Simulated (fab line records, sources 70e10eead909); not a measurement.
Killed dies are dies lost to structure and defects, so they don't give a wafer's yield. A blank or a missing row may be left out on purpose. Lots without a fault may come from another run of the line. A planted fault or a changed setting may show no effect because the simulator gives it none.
Chamber matching | flow nand_harc | NHARC_P_M2_CMP_23 on cmp-03: 4 sister chambers
The step polishes, t overpolish 20 s, target thk 144.3 nm. 15 wafers are shown with their chamber, then 7 later ones without.

WAFERS WITH THEIR CHAMBER
wafer  | chamber | motor_current_A (A) | time_to_endpoint_s (s)
L806.2 | 1       | 14.4                | 39
L806.5 | 1       | 14.7                | 36
L806.6 | 0       | 13.5                | 32
L808.2 | 0       | 13.8                | 30
L808.4 | 1       | 14.8                | 37
L808.6 | 0       | 13.4                | 30
L809.3 | 1       | 13.9                | 41
L809.4 | 3       | 10.7                | 31
L809.6 | 2       | 13.2                | 31
L818.4 | 3       | 10.8                | 26
L822.1 | 3       | 10.5                | 27
L822.2 | 2       | 12.6                | 25
L822.3 | 1       | 14.0                | 34
L823.4 | 0       | 13.0                | 25
L823.5 | 2       | 12.5                | 27

SIGNATURES (means of the wafers above)
reading            | chamber 0 | chamber 1 | chamber 2 | chamber 3 | scatter within a chamber
motor_current_A    | 13.425    | 14.360    | 12.767    | 10.667    | 0.345
time_to_endpoint_s | 29.25     | 37.40     | 27.67     | 28.00     | 2.84
Rule: a wafer's distance from a chamber is the root of the sum, over the readings, of the square of ((its reading less the chamber's mean) divided by the reading's scatter). The wafer belongs to the nearest chamber; if the next one is less than 2 further off, it can't be placed. The scatter: the root of (the sum of the squares of (reading less its chamber's mean) over the shown wafers, divided by (wafers less chambers)).

WAFERS WITHOUT THEIR CHAMBER
wafer  | motor_current_A (A) | time_to_endpoint_s (s)
L823.6 | 14.6                | 32
L826.3 | 14.3                | 33
L826.5 | 11.4                | 26
L826.6 | 12.9                | 27
L828.1 | 10.5                | 26
L828.2 | 14.4                | 35
L828.5 | 10.4                | 24

WHICH CHAMBER EACH WENT THROUGH
wafer  | from the rows above     | in truth
L823.6 | can't be placed: 1 or 0 | 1
L826.3 | can't be placed: 1 or 0 | 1
L826.5 | can't be placed: 3 or 2 | 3
L826.6 | can't be placed: 2 or 0 | 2
L828.1 | 3                       | 3
L828.2 | 1                       | 1
L828.5 | 3                       | 3
Placed correctly: 3 of 7. Can't be placed from these rows: 4 (the true chamber is among the candidates in 4). Placed wrongly: 0.
